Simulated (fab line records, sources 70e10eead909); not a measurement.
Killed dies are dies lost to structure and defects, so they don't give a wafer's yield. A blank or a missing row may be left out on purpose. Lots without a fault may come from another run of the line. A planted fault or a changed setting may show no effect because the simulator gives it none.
fab line records | flow nand_harc
record lots=24 wafers=72 last_day=24
route steps=1159 shown A_STAIRCASE@616
lots that met no fault: from a run of the same line without faults
start_h: hours from the record's first day to the start of the lot's first wafer shown | wait_h: hours since the lot's step before | " the same as in the row above | L1.1+2: a row that stands for several wafers | - no value, or no start given | * or withheld: withheld | < > ~ a bound
route shown NAME@n: a module of which the file shows steps, and the number in the route of the first | usual: mean/standard deviation of fault-free wafers | same: alike in all rows | chamber/n: place in a boat | sites: the reading at each site | _std_site: their standard deviation | _edge_site: outer sites' mean less inner sites' | radius_mm: how far each site lies from the wafer's centre | mask NAME#n: copy n | behind: the tool/chamber that last shaped the wafer | hold: why the lot was held/for how many hours/how that ended | device: the transistor (n, p or np) that didn't switch | end of line: the same wafers' tests at the end of the route | a step without rows: its recipe alone | killed: dies lost to structure and defects at the first sort, not the wafer's yield | map: a wafer's dies, x killed, . not, _ none there
set.NAME: the setting as run; set.NAME@STEP: as run at that earlier step | model.NAME: the simulator's own value behind a step, which no gauge read
steps of the route over a sample of lots; a table a step, a row a wafer
services: from which hour (start_h, from the record's first day; less than 0 if before it) a tool's chamber was out of use, for how many hours, and why
## steps
# step NHARC_A_STAIRCASE_TRIM_222
# recipe time_s=211.2 o2_flow_sccm=500 ar_flow_sccm=0 bias_w=0 chemistry=O2
# usual drypump_motor_current_A=5.8/0.51 oes_product_au=1.002/0.0098 rf_vpp_V=57.6/0.97 showerhead_plenum_p_Torr=3.47/0.15 throttle_valve_pct=17.035/0.0089
# columns lot.wafer tool chamber start_h wait_h drypump_motor_current_A oes_product_au rf_hours_counter_h rf_vpp_V showerhead_plenum_p_Torr throttle_valve_pct
L075.3 rie_diel-02 3 - - 4.9 0.997 30 56.7 3.61 17.035
L075.1 " 0 " " 6.3 1.008 36 57.4 3.47 17.030
L075.6 " 3 " " 4.9 1.004 - 57.6 3.61 17.039
L074.3 rie_diel-05 1 - - 6.0 1.012 36 57.7 3.41 17.026
L074.2 " 2 " " 6.4 1.013 31 57.8 3.79 17.044
L074.5 " 3 " " 4.8 1.005 - 58.6 3.44 17.037
L078.4 rie_diel-05 0 - - 5.9 0.987 36 57.4 3.32 17.048
L078.1 " 1 " " 6.0 1.002 40 57.1 3.41 17.040
L078.5 " 3 " " 4.8 1.001 - 56.5 3.43 17.031
L076.3 rie_diel-08 0 - - 5.9 1.012 49 57.5 3.33 17.031
L076.2 " 1 " " 6.5 0.984 35 57.0 3.33 17.042
L076.4 " 2 " " 6.1 1.018 49 57.8 3.28 17.054
L077.3 rie_diel-02 3 - - 4.9 1.003 39 58.2 3.60 17.037
L077.6 " 3 " " 4.9 0.999 - 58.8 3.60 17.028
L077.5 " 0 " " 6.3 1.006 - 57.1 3.46 17.034
L079.5 rie_diel-08 0 - - 5.9 1.019 - 55.1 3.33 17.035
L079.6 " 2 " " 6.1 1.010 - 57.1 3.28 17.030
L079.4 " 3 " " 6.0 1.015 - 57.1 3.48 17.044
L080.4 rie_diel-05 3 - - 4.8 1.009 33 57.1 3.43 17.032
L080.2 " 2 " " 6.4 1.005 37 57.8 3.79 17.029
L080.5 " 0 " " 5.9 0.992 - 58.9 3.32 17.023
L081.2 rie_diel-02 1 - - 5.7 1.005 50 57.8 3.57 17.040
L081.6 " 3 " " 4.9 1.012 - 57.9 3.60 17.037
L081.5 " 0 " " 6.3 1.004 - 56.8 3.46 17.031
L084.1 rie_diel-02 2 - - 5.7 0.991 54 58.5 3.36 17.039
L084.6 " 0 " " 6.3 0.991 - 57.1 3.46 17.028
L084.5 " 1 " " 5.7 1.004 - 59.3 3.57 17.032
L083.3 rie_diel-05 2 - - 6.4 0.992 43 58.6 3.78 17.045
L083.1 " 3 " " 4.8 1.002 41 57.4 3.43 17.038
L083.5 " 2 " " 6.3 1.007 - 59.9 3.78 17.032
L082.1 rie_diel-02 0 - - 6.3 0.990 53 57.2 3.46 17.047
L082.4 " 3 " " 4.9 1.003 51 57.4 3.60 17.049
L082.5 " 1 " " 5.7 1.015 - 59.1 3.57 17.029
L087.1 rie_diel-05 1 - - 6.0 1.008 60 57.3 3.40 17.044
L087.3 " 3 " " 4.8 1.011 50 58.6 3.42 17.033
L087.5 " 1 " " 6.0 1.002 - 56.8 3.40 17.040
L088.1 rie_diel-08 1 - - 6.5 0.996 6 58.0 3.32 17.046
L088.4 " 3 " " 6.0 0.988 5 56.7 3.47 17.037
L088.5 " 1 " " 6.5 0.992 - 55.3 3.32 17.044
L085.3 rie_diel-08 0 - - 5.9 1.012 6 57.4 3.32 17.028
L085.1 " 1 " " 6.5 1.002 6 57.3 3.32 17.029
L085.5 " 0 " " 5.9 1.011 - 59.0 3.32 17.023
L086.1 rie_diel-02 2 - - 5.7 0.994 61 57.6 3.36 17.027
L086.5 " 1 " " 5.7 1.008 - 57.9 3.57 17.033
L086.6 " 2 " " 5.7 0.988 - 56.4 3.36 17.027
L089.4 rie_diel-05 3 - - 4.8 1.002 56 58.1 3.42 17.043
L089.3 " 0 " " 5.9 0.988 63 56.6 3.31 17.047
L089.5 " 1 " " 6.0 1.016 - 57.6 3.39 17.038
L091.1 rie_diel-02 2 - - 5.7 1.003 1 56.1 3.36 17.041
L091.3 " 3 " " 4.9 1.017 1 58.5 3.59 17.037
L091.6 " 1 " " 5.7 1.002 - 57.0 3.56 17.044
L090.3 rie_diel-02 2 - - 5.7 1.004 2 57.2 3.36 17.017
L090.1 " 0 " " 6.3 1.000 2 57.5 3.45 17.030
L090.5 " 1 " " 5.7 0.992 - 58.4 3.56 17.056
L094.1 rie_diel-08 2 - - 6.1 1.013 18 59.0 3.80 17.031
L094.3 " 0 " " 5.8 0.991 20 57.2 3.31 17.040
L094.6 " 1 " " 6.5 0.993 - 56.1 3.32 17.036
L092.2 rie_diel-05 2 - - 6.4 1.016 4 57.6 3.77 17.032
L092.1 " 1 " " 6.0 1.022 4 56.3 3.39 17.047
L092.6 " 2 " " 6.3 1.016 - 57.4 3.77 17.025
L093.4 rie_diel-08 0 - - 5.8 1.002 22 57.4 3.31 17.025
L093.3 " 1 " " 6.5 1.000 22 57.4 3.31 17.033
L093.6 " 3 " " 6.0 0.985 - 58.1 3.46 17.052
L095.4 rie_diel-05 3 - - 4.8 0.998 5 56.0 3.42 17.013
L095.5 " 3 " " 4.8 1.016 - 57.6 3.42 17.033
L095.6 " 0 " " 5.9 0.989 - 55.9 3.31 17.043
L096.2 rie_diel-02 3 - - 4.9 1.005 14 57.6 3.58 17.026
L096.1 " 2 " " 5.7 1.021 14 57.1 3.35 17.033
L096.5 " 0 " " 6.3 1.006 - 56.7 3.45 17.042
L097.1 rie_diel-08 0 - - 5.9 1.004 28 57.0 3.30 17.045
L097.2 " 1 " " 6.5 1.006 29 57.5 3.31 17.032
L097.5 " 3 " " 6.0 0.993 - 58.2 3.45 17.044
# step NHARC_A_STAIRCASE_ETCH_225
# recipe target_depth_a=1000 time_s=40.5 ion_energy_ev=400 c4f8_flow_sccm=20 o2_flow_sccm=10 ar_flow_sccm=withheld rf_w=600 bias_w=1000 chemistry=C4F8/O2
# usual oes_product_au=0.945/0.012 rf_vpp_V=894/5.5
# columns lot.wafer tool chamber start_h wait_h oes_product_au rf_hours_counter_h rf_vpp_V
L075.1 rie_diel-02 2 - - 0.936 35 891
L075.3 " 3 " " 0.933 30 900
L075.6 " 1 " " 0.936 - 899
L074.3 rie_diel-05 2 - - 0.953 31 905
L074.2 " 3 " " 0.950 28 892
L074.5 " 1 " " 0.942 - 892
L078.4 rie_diel-05 1 - - 0.952 41 892
L078.1 " 2 " " 0.951 35 906
L078.5 " 1 " " 0.946 - 891
L076.2 rie_diel-08 1 - - 0.915 35 888
L076.3 " 3 " " 0.950 53 894
L076.4 " 0 " " 0.950 49 888
L077.3 rie_diel-02 3 - - 0.953 40 899
L077.6 " 0 " " 0.941 - 894
L077.5 " 1 " " 0.936 - 898
L079.6 rie_diel-08 2 - - 0.957 - 887
L079.4 " 3 " " 0.957 - 895
L079.5 " 0 " " 0.962 - 889
L080.4 rie_diel-05 2 - - 0.961 38 905
L080.2 " 0 " " 0.935 38 887
L080.5 " 1 " " 0.958 - 892
L081.2 rie_diel-02 0 - - 0.928 49 893
L081.5 " 0 " " 0.938 - 894
L081.6 " 1 " " 0.945 - 898
L084.1 rie_diel-02 1 - - 0.947 54 898
L084.6 " 2 " " 0.932 - 891
L084.5 " 3 " " 0.950 - 898
L083.3 rie_diel-05 1 - - 0.974 53 891
L083.1 " 3 " " 0.952 42 892
L083.5 " 1 " " 0.972 - 891
L082.1 rie_diel-02 2 - - 0.939 55 890
L082.4 " 0 " " 0.922 54 892
L082.5 " 2 " " 0.937 - 890
L087.1 rie_diel-05 2 - - 0.956 51 904
L087.3 " 1 " " 0.952 60 891
L087.5 " 3 " " 0.952 - 892
L088.1 rie_diel-08 2 - - 0.939 6 907
L088.4 " 3 " " 0.930 5 893
L088.5 " 0 " " 0.954 - 887
L085.1 rie_diel-08 3 - - 0.951 6 894
L085.3 " 0 " " 0.948 6 888
L085.5 " 3 " " 0.954 - 894
L086.1 rie_diel-02 1 - - 0.951 64 895
L086.5 " 3 " " 0.950 - 898
L086.6 " 0 " " 0.950 - 894
L089.4 rie_diel-05 1 - - 0.948 69 891
L089.3 " 2 " " 0.941 57 905
L089.5 " 1 " " 0.946 - 892
L091.1 rie_diel-02 1 - - 0.933 1 898
L091.3 " 2 " " 0.946 1 890
L091.6 " 1 " " 0.932 - 896
L090.1 rie_diel-02 2 - - 0.933 2 889
L090.3 " 0 " " 0.947 2 893
L090.5 " 3 " " 0.943 - 897
L094.3 rie_diel-08 0 - - 0.934 20 889
L094.1 " 2 " " 0.953 19 905
L094.6 " 0 " " 0.936 - 887
L092.2 rie_diel-05 0 - - 0.933 3 886
L092.1 " 2 " " 0.948 5 905
L092.6 " 3 " " 0.953 - 892
L093.4 rie_diel-08 3 - - 0.924 20 892
L093.3 " 2 " " 0.945 20 905
L093.6 " 0 " " 0.962 - 888
L095.4 rie_diel-05 0 - - 0.929 5 888
L095.6 " 1 " " 0.973 - 890
L095.5 " 2 " " 0.954 - 903
L096.2 rie_diel-02 2 - - 0.951 14 889
L096.1 " 3 " " 0.953 14 898
L096.5 " 2 " " 0.963 - 888
L097.1 rie_diel-08 0 - - 0.945 29 888
L097.2 " 1 " " 0.948 29 887
L097.5 " 0 " " 0.939 - 888
# step NHARC_A_STAIRCASE_ETCH_236
# recipe target_depth_a=1000 time_s=40.5 ion_energy_ev=400 c4f8_flow_sccm=20 o2_flow_sccm=10 ar_flow_sccm=withheld rf_w=600 bias_w=1000 chemistry=C4F8/O2
# usual oes_product_au=0.944/0.012 rf_vpp_V=893/5.6
# columns lot.wafer tool chamber start_h wait_h oes_product_au rf_hours_counter_h rf_vpp_V
L075.3 rie_diel-08 2 - - 0.941 47 886
L075.1 " 3 " " 0.946 50 894
L075.6 " 1 " " 0.922 - 888
L074.3 rie_diel-02 1 - - 0.937 40 899
L074.2 " 2 " " 0.933 40 891
L074.5 " 0 " " 0.943 - 894
L078.4 rie_diel-08 2 - - 0.960 50 887
L078.1 " 3 " " 0.942 54 895
L078.5 " 3 " " 0.946 - 894
L076.3 rie_diel-02 3 - - 0.929 38 898
L076.4 " 1 " " 0.944 43 899
L076.2 " 2 " " 0.923 42 890
L077.3 rie_diel-02 0 - - 0.946 44 894
L077.6 " 0 " " 0.944 - 893
L077.5 " 1 " " 0.942 - 899
L079.4 rie_diel-02 3 - - 0.934 40 899
L079.5 " 2 " " 0.944 - 889
L079.6 " 3 " " 0.951 - 899
L080.4 rie_diel-05 3 - - 0.944 33 892
L080.2 " 0 " " 0.939 39 888
L080.5 " 0 " " 0.938 - 889
L081.2 rie_diel-08 2 - - 0.958 57 888
L081.6 " 1 " " 0.943 - 888
L081.5 " 2 " " 0.955 - 886
L084.1 rie_diel-08 3 - - 0.954 67 895
L084.5 " 0 " " 0.967 - 888
L084.6 " 1 " " 0.944 - 890
L083.3 rie_diel-05 2 - - 0.953 44 906
L083.1 " 0 " " 0.922 49 889
L083.5 " 1 " " 0.946 - 892
L082.4 rie_diel-05 0 - - 0.917 49 889
L082.1 " 1 " " 0.947 54 891
L082.5 " 1 " " 0.939 - 891
L087.3 rie_diel-05 1 - - 0.944 61 892
L087.1 " 3 " " 0.940 51 893
L087.5 " 1 " " 0.933 - 891
L088.4 rie_diel-02 2 - - 0.942 62 889
L088.1 " 1 " " 0.977 64 898
L088.5 " 2 " " 0.944 - 890
L085.1 rie_diel-08 0 - - 0.948 7 889
L085.3 " 3 " " 0.941 7 892
L085.5 " 0 " " 0.959 - 887
L086.1 rie_diel-08 1 - - 0.930 8 889
L086.6 " 1 " " 0.930 - 888
L086.5 " 2 " " 0.939 - 907
L089.4 rie_diel-05 1 - - 0.946 70 893
L089.3 " 2 " " 0.958 58 906
L089.5 " 1 " " 0.961 - 891
L091.1 rie_diel-08 3 - - 0.928 14 896
L091.3 " 1 " " 0.943 15 889
L091.6 " 0 " " 0.946 - 888
L090.3 rie_diel-02 3 - - 0.953 4 899
L090.1 " 2 " " 0.947 3 890
L090.5 " 0 " " 0.944 - 892
L094.3 rie_diel-02 2 - - 0.953 9 890
L094.1 " 0 " " 0.956 8 893
L094.6 " 2 " " 0.938 - 891
L092.1 rie_diel-02 2 - - 0.952 10 891
L092.2 " 3 " " 0.944 10 898
L092.6 " 1 " " 0.936 - 897
L093.3 rie_diel-08 0 - - 0.939 23 887
L093.4 " 1 " " 0.947 23 887
L093.6 " 3 " " 0.932 - 893
L095.4 rie_diel-05 3 - - 0.932 6 893
L095.5 " 1 " " 0.956 - 891
L095.6 " 2 " " 0.952 - 903
L096.2 rie_diel-05 2 - - 0.939 8 906
L096.1 " 3 " " 0.940 7 894
L096.5 " 1 " " 0.964 - 892
L097.2 rie_diel-05 1 - - 0.964 12 890
L097.1 " 2 " " 0.936 13 905
L097.5 " 0 " " 0.944 - 888
# step NHARC_A_STAIRCASE_STRIP_238
# recipe power_w=1500 temp_c=250 chemistry=O2
# usual drypump_motor_current_A=5.68/0.27 heater_power_w=322/16
# columns lot.wafer tool chamber start_h wait_h drypump_motor_current_A heater_power_w rf_hours_counter_h
L075.1 plasma_asher-01 0 258.16 0.1 5.42 339 53
L075.3 " 1 " " 5.49 305 -
L075.6 " 1 " " 5.49 305 -
L074.2 plasma_asher-01 1 260.66 0.4 5.53 306 54
L074.3 " 0 " " 5.41 348 -
L074.5 " 1 " " 5.49 312 -
L078.1 plasma_asher-01 0 265.38 0.5 5.45 342 57
L078.4 " 1 " " 5.46 310 -
L078.5 " 0 " " 5.45 339 -
L076.2 plasma_asher-02 0 265.63 0.1 5.70 309 26
L076.4 " 0 " " 5.71 308 -
L076.3 " 1 " " 6.12 328 -
L077.3 plasma_asher-01 0 269.32 0.2 5.40 333 -
L077.6 " 1 " " 5.46 300 -
L077.5 " 0 " " 5.42 338 -
L079.4 plasma_asher-02 0 269.80 0.2 5.65 302 -
L079.6 " 0 " " 5.71 313 -
L079.5 " 1 " " 6.11 326 -
L080.2 plasma_asher-01 1 273.64 0.1 5.47 308 59
L080.4 " 1 " " 5.48 311 -
L080.5 " 1 " " 5.49 315 -
L081.2 plasma_asher-02 1 287.98 0.1 6.11 330 33
L081.5 " 1 " " 6.11 339 -
L081.6 " 0 " " 5.72 307 -
L084.1 plasma_asher-02 1 300.99 0.1 6.12 327 39
L084.5 " 0 " " 5.71 314 -
L084.6 " 1 " " 6.10 332 -
L083.1 plasma_asher-01 0 302.08 0.1 5.43 344 6
L083.3 " 0 " " 5.44 337 -
L083.5 " 1 " " 5.49 306 -
L082.1 plasma_asher-02 0 302.38 0.1 5.71 305 39
L082.4 " 0 " " 5.71 296 -
L082.5 " 1 " " 6.09 333 -
L087.1 plasma_asher-01 1 319.38 0.1 5.46 314 11
L087.3 " 0 " " 5.41 339 -
L087.5 " 0 " " 5.42 345 -
L088.1 plasma_asher-01 1 323.68 0.1 5.52 312 12
L088.4 " 0 " " 5.42 341 -
L088.5 " 0 " " 5.44 337 -
L085.1 plasma_asher-01 0 324.34 0.1 5.41 344 13
L085.3 " 0 " " 5.40 350 -
L085.5 " 1 " " 5.48 307 -
L086.1 plasma_asher-02 1 324.61 0.1 6.11 332 47
L086.6 " 1 " " 6.11 328 -
L086.5 " 0 " " 5.71 312 -
L089.3 plasma_asher-02 0 337.47 0.2 5.70 310 -
L089.4 " 1 " " 6.13 336 -
L089.5 " 0 " " 5.70 310 -
L091.1 plasma_asher-02 0 342.83 0.1 5.70 315 50
L091.3 " 1 " " 6.13 332 -
L091.6 " 0 " " 5.71 307 -
L090.1 plasma_asher-01 0 347.82 0.5 5.42 346 18
L090.3 " 1 " " 5.48 301 -
L090.5 " 1 " " 5.48 298 -
L094.1 plasma_asher-02 0 358.49 0.1 5.71 313 57
L094.3 " 0 " " 5.73 299 -
L094.6 " 1 " " 6.14 324 -
L092.2 plasma_asher-02 0 359.80 0.1 5.72 317 58
L092.1 " 1 " " 6.13 327 58
L092.6 " 0 " " 5.69 312 -
L093.4 plasma_asher-01 0 360.44 0.3 5.43 347 -
L093.3 " 1 " " 5.48 302 -
L093.6 " 0 " " 5.43 351 -
L095.4 plasma_asher-02 0 369.46 0.2 5.74 310 -
L095.6 " 0 " " 5.71 303 -
L095.5 " 1 " " 6.11 312 -
L096.2 plasma_asher-02 1 372.61 0.1 6.12 321 1
L096.1 " 0 " " 5.71 303 1
L096.5 " 1 " " 6.12 323 -
L097.2 plasma_asher-01 0 384.46 0.3 5.43 342 35
L097.1 " 1 " " 5.48 311 35
L097.5 " 0 " " 5.44 341 -
# step NHARC_A_STAIRCASE_DESCUM_252
# recipe time_s=3 o2_flow_sccm=200 ar_flow_sccm=0 bias_power_w=0 chemistry=O2
# usual drypump_motor_current_A=5.8/0.48 oes_product_au=1.002/0.01 rf_vpp_V=57.7/0.89 showerhead_plenum_p_Torr=1.88/0.09 throttle_valve_pct=11.312/0.0093
# columns lot.wafer tool chamber start_h wait_h drypump_motor_current_A oes_product_au rf_hours_counter_h rf_vpp_V showerhead_plenum_p_Torr throttle_valve_pct
L075.3 rie_diel-05 2 259.66 - 6.4 1.013 34 58.7 2.06 11.297
L075.1 " 0 " " 5.9 1.006 35 57.6 1.79 11.322
L075.6 " 2 " " 6.4 1.021 - 56.4 2.06 11.304
L074.2 rie_diel-05 3 262.15 - 4.8 0.999 30 58.7 1.86 11.313
L074.3 " 0 " " 5.9 0.989 36 57.1 1.79 11.306
L074.5 " 2 " " 6.4 1.005 - 59.4 2.07 11.323
L078.4 rie_diel-08 1 266.75 - 6.5 0.985 37 56.9 1.80 11.314
L078.1 " 2 " " 6.1 1.028 51 57.6 1.77 11.289
L078.5 " 1 " " 6.5 0.998 - 57.6 1.80 11.315
L076.4 rie_diel-05 0 267.16 - 5.9 0.997 37 58.0 1.79 11.325
L076.3 " 1 " " 5.9 1.021 42 58.1 1.84 11.324
L076.2 " 3 " " 4.8 1.002 31 58.4 1.86 11.305
L077.3 rie_diel-05 2 270.61 - 6.4 0.997 37 58.4 2.06 11.310
L077.6 " 3 " " 4.8 1.004 - 57.0 1.86 11.311
L077.5 " 0 " " 5.9 0.991 - 56.9 1.79 11.316
L079.4 rie_diel-08 0 271.17 - 5.9 1.019 - 57.8 1.80 11.315
L079.5 " 2 " " 6.1 1.012 - 56.1 1.77 11.311
L079.6 " 3 " " 6.0 1.006 - 59.1 1.88 11.306
L080.4 rie_diel-02 3 275.14 - 4.9 0.992 42 59.2 1.96 11.317
L080.2 " 0 " " 6.3 0.998 46 56.8 1.88 11.308
L080.5 " 2 " " 5.7 0.999 - 56.9 1.82 11.305
L081.2 rie_diel-08 1 289.51 - 6.5 0.993 42 59.2 1.80 11.301
L081.5 " 3 " " 6.0 1.018 - 57.1 1.88 11.303
L081.6 " 0 " " 5.8 1.025 - 57.3 1.79 11.296
L084.1 rie_diel-05 2 302.47 - 6.3 1.004 44 58.3 2.06 11.329
L084.5 " 2 " " 6.4 1.005 - 58.7 2.06 11.297
L084.6 " 3 " " 4.8 1.009 - 58.5 1.85 11.324
L083.3 rie_diel-02 0 303.52 - 6.3 0.998 54 56.8 1.87 11.302
L083.1 " 2 " " 5.7 0.987 56 57.6 1.82 11.303
L083.5 " 1 " " 5.7 1.002 - 57.9 1.94 11.306
L082.1 rie_diel-02 0 303.89 - 6.3 1.005 54 58.1 1.87 11.302
L082.4 " 2 " " 5.7 0.999 56 58.0 1.82 11.322
L082.5 " 0 " " 6.3 1.002 - 57.7 1.87 11.305
L087.3 rie_diel-08 1 320.85 - 6.5 1.004 6 57.5 1.79 11.299
L087.1 " 0 " " 5.8 1.011 5 57.0 1.79 11.324
L087.5 " 1 " " 6.5 0.996 - 56.8 1.79 11.307
L088.1 rie_diel-02 2 325.14 - 5.7 1.001 62 57.3 1.82 11.312
L088.4 " 1 " " 5.7 1.009 65 56.8 1.94 11.313
L088.5 " 3 " " 4.9 1.001 - 58.4 1.95 11.314
L085.3 rie_diel-02 2 325.83 - 5.7 0.984 63 57.2 1.82 11.312
L085.1 " 3 " " 4.9 1.004 64 57.0 1.95 11.312
L085.5 " 2 " " 5.6 0.992 - 56.9 1.82 11.310
L086.1 rie_diel-08 3 326.15 - 6.0 0.988 8 57.6 1.88 11.306
L086.5 " 2 " " 6.1 1.004 - 58.1 2.07 11.317
L086.6 " 3 " " 6.0 0.994 - 56.3 1.88 11.324
L089.3 rie_diel-02 2 338.90 - 5.7 1.004 1 58.2 1.82 11.321
L089.4 " 1 " " 5.7 0.996 1 57.2 1.93 11.316
L089.5 " 2 " " 5.7 1.010 - 57.2 1.82 11.325
L091.3 rie_diel-02 1 344.31 - 5.7 0.998 1 57.8 1.93 11.322
L091.1 " 3 " " 4.9 1.013 2 57.9 1.95 11.300
L091.6 " 1 " " 5.7 0.997 - 56.7 1.93 11.308
L090.3 rie_diel-08 2 349.34 - 6.0 1.005 17 59.1 2.07 11.307
L090.1 " 1 " " 6.5 1.002 18 57.3 1.79 11.319
L090.5 " 2 " " 6.1 1.009 - 59.2 2.07 11.328
L094.1 rie_diel-02 1 359.91 - 5.7 1.002 8 56.2 1.93 11.320
L094.3 " 2 " " 5.7 1.003 10 56.6 1.81 11.319
L094.6 " 0 " " 6.3 0.996 - 57.9 1.87 11.316
L092.1 rie_diel-08 3 361.22 - 6.1 0.990 21 57.9 1.87 11.319
L092.2 " 1 " " 6.5 1.001 23 57.6 1.79 11.310
L092.6 " 0 " " 5.8 1.003 - 57.3 1.78 11.309
L093.4 rie_diel-08 1 361.87 - 6.5 1.000 23 56.8 1.79 11.328
L093.3 " 3 " " 6.0 0.983 21 58.7 1.87 11.302
L093.6 " 0 " " 5.8 0.995 - 57.6 1.78 11.291
L095.4 rie_diel-05 2 370.89 - 6.3 0.995 8 57.7 2.05 11.315
L095.5 " 0 " " 5.9 0.983 - 57.4 1.78 11.319
L095.6 " 1 " " 6.0 1.015 - 58.5 1.83 11.321
L096.1 rie_diel-08 3 374.14 - 6.0 0.992 23 56.5 1.87 11.305
L096.2 " 0 " " 5.8 1.004 26 57.3 1.78 11.314
L096.5 " 0 " " 5.8 1.004 - 58.4 1.78 11.306
L097.1 rie_diel-05 3 385.99 - 4.8 0.992 13 57.4 1.85 11.314
L097.2 " 2 " " 6.3 0.989 13 58.2 2.05 11.326
L097.5 " 3 " " 4.8 1.000 - 56.7 1.85 11.297
# step NHARC_A_STAIRCASE_DEP_417
# recipe target_thk_a=600 step_coverage_pct=20 temp_c=400 target_thk_nm=60 flow_sccm=200 rf_w=450 material=Si3N4
# usual heater_power_w=698/90
# columns lot.wafer tool chamber start_h wait_h heater_power_w
L075.1 pecvd-03 1 273.43 - 623
L075.3 " 0 " " 709
L075.6 " 2 " " 668
L074.3 pecvd-02 1 278.63 - 893
L074.2 " 0 " " 622
L074.5 " 1 " " 910
L076.2 pecvd-03 1 282.17 - 589
L076.3 " 0 " " 680
L076.4 " 1 " " 585
L078.1 pecvd-03 1 282.75 - 634
L078.4 " 2 " " 731
L078.5 " 0 " " 827
L077.3 pecvd-02 1 283.81 - 757
L077.6 " 0 " " 731
L077.5 " 2 " " 745
L079.6 pecvd-03 0 285.60 - 736
L079.5 " 1 " " 651
L079.4 " 2 " " 754
L080.2 pecvd-02 2 289.22 - 709
L080.5 " 2 " " 715
L080.4 " 0 " " 624
L081.2 pecvd-04 1 305.35 - 872
L081.6 " 1 " " 867
L081.5 " 2 " " 610
L084.1 pecvd-04 0 317.57 - 593
L084.5 " 1 " " 717
L084.6 " 2 " " 649
L083.1 pecvd-02 0 321.86 - 686
L083.3 " 2 " " 726
L083.5 " 0 " " 672
L082.1 pecvd-03 2 322.30 - 720
L082.5 " 2 " " 755
L082.4 " 0 " " 718
L087.1 pecvd-04 2 334.66 - 579
L087.3 " 0 " " 580
L087.5 " 2 " " 612
L088.1 pecvd-04 2 342.02 - 634
L088.4 " 0 " " 609
L088.5 " 2 " " 609
L085.1 pecvd-04 0 343.70 - 523
L085.3 " 1 " " 760
L085.5 " 2 " " 589
L086.1 pecvd-03 2 345.37 - 676
L086.6 " 2 " " 677
L086.5 " 0 " " 746
L089.3 pecvd-02 2 354.97 - 695
L089.5 " 1 " " 879
L089.4 " 0 " " 639
L091.1 pecvd-02 1 357.72 - 863
L091.3 " 2 " " 701
L091.6 " 2 " " 713
L090.3 pecvd-04 2 364.19 - 716
L090.1 " 0 " " 594
L090.5 " 1 " " 787
L094.1 pecvd-03 2 376.32 - 721
L094.3 " 0 " " 734
L094.6 " 1 " " 557
L093.3 pecvd-03 1 377.69 - 629
L093.6 " 2 " " 695
L093.4 " 1 " " 632
L092.1 pecvd-03 0 377.92 - 678
L092.2 " 1 " " 601
L092.6 " 0 " " 678
L095.4 pecvd-02 0 386.84 - 648
L095.6 " 1 " " 753
L095.5 " 2 " " 747
L096.2 pecvd-02 0 388.82 - 682
L096.1 " 1 " " 851
L096.5 " 2 " " 603
L097.2 pecvd-03 2 400.73 - 684
L097.1 " 0 " " 762
L097.5 " 0 " " 760
## services
# columns tool chamber start_h hours kind
rie_diel-02 0 233.48 - clean
rie_diel-02 1 233.48 - clean
rie_diel-02 2 233.48 - clean
rie_diel-02 3 233.48 - clean
rie_diel-02 0 259.18 - clean
rie_diel-02 1 259.18 - clean
rie_diel-02 2 259.18 - clean
rie_diel-02 3 259.18 - clean
rie_diel-08 1 266.83 8.9 repair
plasma_asher-01 - 276.00 9.0 pm
rie_diel-02 0 283.68 - clean
rie_diel-05 2 290.67 5.8 repair
pecvd-03 - 292.64 13.0 pm
pecvd-04 0 299.85 14.3 repair
rie_diel-08 - 302.57 9.0 pm
rie_diel-05 0 326.59 4.0 repair
rie_diel-02 - 327.84 9.0 pm
pecvd-02 - 334.21 13.0 pm
rie_diel-05 - 340.75 9.0 pm
pecvd-03 - 349.34 0.9 repair
plasma_asher-02 - 360.08 9.0 pm
pecvd-04 - 376.04 13.0 pm
pecvd-04 0 391.06 6.0 repair
rie_diel-08 1 393.69 15.0 repair
## key
fault none
